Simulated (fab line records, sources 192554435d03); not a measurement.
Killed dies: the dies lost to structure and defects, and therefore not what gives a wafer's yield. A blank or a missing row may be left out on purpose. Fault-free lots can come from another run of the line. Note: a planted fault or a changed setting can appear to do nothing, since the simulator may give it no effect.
Matching of chambers | flow n5 finfet | 4 sister chambers for N5_BEOL_M8_STRIP_36 on rie diel-03
The step strips in N2/H2. 8 wafers are shown with their chamber, then 10 later ones without.

## WAFERS, EACH WITH ITS CHAMBER
wafer  | chamber | drypump motor current A (A) | showerhead plenum p Torr (Torr)
L080.2 | 2       | 5.69                        | 2.55
L080.6 | 2       | 5.72                        | 2.55
L081.4 | 1       | 5.24                        | 2.41
L084.1 | 0       | 5.10                        | 2.61
L084.3 | 1       | 5.26                        | 2.40
L084.6 | 3       | 5.94                        | 2.51
L088.1 | 0       | 5.09                        | 2.60
L088.4 | 3       | 5.92                        | 2.51

## WAFERS WHOSE CHAMBER IS MISSING
wafer  | drypump motor current A (A) | showerhead plenum p Torr (Torr)
L088.5 | 5.91                        | 2.51
L093.3 | 5.12                        | 2.60
L093.5 | 5.92                        | 2.50
L093.6 | 5.08                        | 2.60
L095.1 | 5.10                        | 2.60
L095.2 | 5.23                        | 2.40
L095.4 | 5.91                        | 2.50
L096.1 | 5.70                        | 2.54
L096.5 | 5.23                        | 2.39
L096.6 | 5.68                        | 2.54

## EACH ONE'S CHAMBER
wafer  | from the rows above | in truth
L088.5 | 3                   | 3
L093.3 | 0                   | 0
L093.5 | 3                   | 3
L093.6 | 0                   | 0
L095.1 | 0                   | 0
L095.2 | 1                   | 1
L095.4 | 3                   | 3
L096.1 | 2                   | 2
L096.5 | 1                   | 1
L096.6 | 2                   | 2
Correctly placed: 10 of 10. Can't be placed from these rows: 0. 0 placed wrongly.
How it was worked out, from the rows above alone: a wafer's distance from a chamber is the root of the sum, over the readings, of the square of ((its reading less the chamber's mean) divided by the reading's scatter). The wafer belongs to the nearest chamber; if the next one is less than 2 further off, it can't be placed. The mean given for a chamber averages the wafers shown for that chamber. The scatter is the square root of a quotient: the sum, over the shown wafers, of each reading's squared deviation from its chamber's mean, divided by wafers minus chambers.
